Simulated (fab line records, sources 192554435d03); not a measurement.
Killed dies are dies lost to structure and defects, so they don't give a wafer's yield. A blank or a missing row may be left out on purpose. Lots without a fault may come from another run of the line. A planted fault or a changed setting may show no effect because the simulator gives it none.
Chamber matching | flow n5_finfet | N5_BEOL_M11_CURE_72 on uv_cure-03: 3 sister chambers
The step cures SiCOH lowk, time 120 s. 20 wafers are shown with their chamber, then 10 later ones without.

WAFERS WITH THEIR CHAMBER
wafer  | chamber | wafer_temp_C_max | lamp_power_pct (%)
L075.2 | 2       | 372.4            | 52.37
L075.3 | 2       | 373.3            | 52.27
L075.5 | 2       | 372.5            | 52.30
L082.1 | 1       | 371.3            | 52.36
L082.2 | 1       | 370.9            | 52.36
L082.4 | 1       | 371.2            | 52.24
L081.2 | 1       | 371.4            | 52.26
L081.4 | 1       | 370.2            | 52.30
L081.5 | 1       | 371.4            | 52.34
L084.4 | 2       | 372.0            | 52.31
L084.5 | 2       | 372.5            | 52.43
L084.6 | 2       | 372.7            | 52.38
L087.4 | 0       | 372.4            | 52.30
L087.5 | 0       | 371.7            | 52.37
L087.6 | 0       | 372.4            | 52.30
L083.1 | 0       | 373.1            | 52.33
L083.3 | 0       | 372.5            | 52.27
L083.5 | 0       | 373.1            | 52.28
L086.2 | 0       | 372.8            | 52.36
L086.5 | 0       | 372.6            | 52.17

SIGNATURES (means of the wafers above)
reading          | chamber 0 | chamber 1 | chamber 2 | scatter within a chamber
wafer_temp_C_max | 372.575   | 371.067   | 372.567   | 0.449
lamp_power_pct   | 52.2975   | 52.3100   | 52.3433   | 0.0589
Rule: a wafer's distance from a chamber is the root of the sum, over the readings, of the square of ((its reading less the chamber's mean) divided by the reading's scatter). The wafer belongs to the nearest chamber; if the next one is less than 2 further off, it can't be placed. The scatter: the root of (the sum of the squares of (reading less its chamber's mean) over the shown wafers, divided by (wafers less chambers)).

WAFERS WITHOUT THEIR CHAMBER
wafer  | wafer_temp_C_max | lamp_power_pct (%)
L086.6 | 372.4            | 52.28
L088.1 | 371.7            | 52.32
L088.2 | 373.3            | 52.34
L088.4 | 371.9            | 52.35
L093.2 | 370.9            | 52.22
L093.3 | 371.4            | 52.37
L093.4 | 371.5            | 52.32
L097.3 | 371.6            | 52.26
L097.4 | 371.3            | 52.26
L097.5 | 371.7            | 52.27

WHICH CHAMBER EACH WENT THROUGH
wafer  | from the rows above          | in truth
L086.6 | can't be placed: 0 or 2      | 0
L088.1 | can't be placed: 1 or 2 or 0 | 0
L088.2 | can't be placed: 2 or 0      | 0
L088.4 | can't be placed: 2 or 0 or 1 | 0
L093.2 | 1                            | 1
L093.3 | can't be placed: 1 or 2 or 0 | 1
L093.4 | can't be placed: 1 or 2 or 0 | 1
L097.3 | can't be placed: 1 or 0 or 2 | 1
L097.4 | can't be placed: 1 or 0      | 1
L097.5 | can't be placed: 1 or 0 or 2 | 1
Placed correctly: 1 of 10. Can't be placed from these rows: 9 (the true chamber is among the candidates in 9). Placed wrongly: 0.
